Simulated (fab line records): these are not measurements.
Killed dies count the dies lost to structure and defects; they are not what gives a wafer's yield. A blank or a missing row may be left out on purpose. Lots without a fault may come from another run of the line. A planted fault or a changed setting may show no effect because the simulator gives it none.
A lot that was struck, set against a sound lot	flow n5_finfet	39 out of 1938 route steps
Sound: these wafers, L579.1, L579.2, L579.3. The struck wafers were L580.1, L580.3, L580.5. The cause is given at the end.
Per side, at each step with rows, come the tool, then ch with its chambers, and then its first start. Under that, the readings that differ: sound wafers	struck wafers	difference of the means	sigmas: that difference in standard deviations of wafers without a fault.
alike: readings whose means differ by less than 2 such deviations, and words and numbers that are the same on both sides. not compared: withheld readings, readings that some wafer has no value for, bounds like >300 that may hide the same value, and numbers for which the record gives no deviation and whose values overlap.
The two part at a step that has a row with sigmas, a row that says differs or no value, or rows on one side only. When numbers do not overlap yet have no deviation, they are printed without sigmas and do not part them. Lack of a reading on every wafer of one side parts them only where that side has two or more wafers.

first, 9 steps without rows for these wafers: N5_FIN_SAQP_COAT_50 (time 60 s, resist thk 35 nm); N5_FIN_SAQP_COAT_10 (resist thk 90 nm); N5_FIN_SAQP_EBR_12; N5_FIN_SAQP_SOFTBAKE_11 (time 60 s); N5_FIN_SAQP_EXPOSE_13 (exposes mask FIN CORE, target cd 35.6 nm); N5_FIN_SAQP_PEB_14 (peb time 60 s); N5_FIN_SAQP_DEVELOP_15 (develop time 30 s); N5_FIN_SAQP_DESCUM_21 (chemistry O2, time 7.9 s); N5_FIN_SAQP_ETCH_51 (etches SiARC in CF4, target depth 45.5 nm, time 75.8 s).
N5_FIN_SAQP_ETCH_52: etches SOC in N2/H2, target depth 100 nm, overetch 20 nm, time 150 s.
  sound on rie_diel-02 ch 0,1,3, day 5 06:23; struck on rie_diel-02 ch 1,2,3, day 5 11:16
  alike: bias_w, drypump_motor_current_A, n2_flow_sccm, oes_product_au, rf_vpp_V, showerhead_plenum_p_Torr, throttle_valve_pct
  not compared: rf_hours_counter_h
then, 26 steps without rows for these wafers: N5_FIN_SAQP_STRIP_53 (strips in N2/H2); N5_FIN_SAQP_HM_OPEN_73 (chemistry CHF3/O2, target SiO2, stops on a-Si, target depth 12 nm, time 16.8 s); N5_FIN_SAQP_STRIP_74 (strips in CHF3/O2); N5_FIN_SAQP_MANDREL_ETCH_22 (etches a-Si in HBr/Cl2, stops on SiNx, target depth 60 nm, bt time 10 s, time 30 s); N5_FIN_SAQP_STRIP_55 (strips in N2/H2); N5_FIN_SAQP_STRIP_23 (strips in SPM, time 750 s); N5_FIN_SAQP_SRD_66 (time 30 s); N5_FIN_SAQP_RECESS_75 (chemistry HF/NH3, target SiO2, target depth 14.4 nm, afs cycles 3, sublimation time 60 s); N5_FIN_SAQP_SPACER1_ALD_24 (deposits SiO2, target thk 20.3 nm, pulse time 1 s, purge time 2 s); N5_FIN_SAQP_SPACER1_ETCHBACK_25 (etches SiO2 in CHF3/O2, target depth 24.4 nm, time 12.2 s); N5_FIN_SAQP_MANDREL1_REMOVE_56 (chemistry HBr/Cl2/O2, target a-Si, stops on SiNx, bt time 10 s); N5_FIN_SAQP_ETCH_57 (etches SiNx in CH3F/O2, target depth 32.5 nm, time 46.4 s); N5_FIN_SAQP_ETCH_65 (etches SiO2 in CF4, target depth 4 nm, time 4.4 s); N5_FIN_SAQP_MANDREL_ETCH_58 (etches a-Si in HBr/Cl2, stops on SiNx, target depth 45 nm, bt time 10 s, time 27 s); N5_FIN_SAQP_RECESS_63 (chemistry HF/NH3, target SiO2, target depth 18 nm, afs cycles 3, sublimation time 60 s); N5_FIN_SAQP_COAT_68 (time 60 s, resist thk 100 nm); N5_FIN_SAQP_ETCH_69 (etches SOC in N2/H2, stops on SiNx, target depth 150 nm); N5_FIN_SAQP_ETCH_67 (etches SiNx in CH3F/O2, target depth 30 nm); N5_FIN_SAQP_STRIP_70 (strips in N2/H2); N5_FIN_SAQP_RECESS_71 (chemistry HF/NH3, target SiO2, target depth 3 nm, afs cycles 1, sublimation time 60 s); N5_FIN_SAQP_SPACER2_ALD_28 (deposits SiO2, target thk 8.1 nm, pulse time 1 s, purge time 2 s); N5_FIN_SAQP_SPACER2_ETCHBACK_29 (etches SiO2 in CHF3/O2, target depth 12.2 nm, time 6.1 s); N5_FIN_SAQP_MANDREL2_REMOVE_60 (chemistry HBr/Cl2/O2, target a-Si, stops on SiNx, bt time 10 s); N5_FIN_SAQP_HM_OPEN_33 (chemistry CH3F/O2, target SiNx, target depth 49.4 nm, time 70.6 s); N5_FIN_SAQP_ETCH_34 (etches SiO2 in C4F6/O2, target depth 45 nm, time 15 s); N5_FIN_SAQP_STRIP_77 (strips in N2/H2, time 90 s).
N5_FIN_SAQP_INSPECT_40: inspects for defects (brightfield).
  sound: defect_inspect-02 at day 5 11:13; struck: defect_inspect-02 at day 5 15:41
reading	sound	struck	difference	sigmas
raw_defect_count	243 294 373	1092 826 797	+602	+9
N5_FIN_CUT_INSPECT_10: inspects for defects (brightfield).
  sound: defect_inspect-02 at day 5 11:37; struck: defect_inspect-02 at day 5 16:05
reading	sound	struck	difference	sigmas
raw_defect_count	48 63 54	672 595 562	+555	+46
-- here the record skips 10 days between the struck wafers' starts before and after, leaving off in module FIN_CUT and picking up in module PASSIVATION (first step shown: number 1936 of the route) --
N5_PASSIVATION_PROBE_49:
  record: rows for the struck wafers here (prober-01, day 15 08:42), none for the sound ones

WHERE THEY PART
Last at N5_PASSIVATION_PROBE_49 as far as this record goes, first at N5_FIN_SAQP_INSPECT_40.

WHY: the cause the simulator had injected
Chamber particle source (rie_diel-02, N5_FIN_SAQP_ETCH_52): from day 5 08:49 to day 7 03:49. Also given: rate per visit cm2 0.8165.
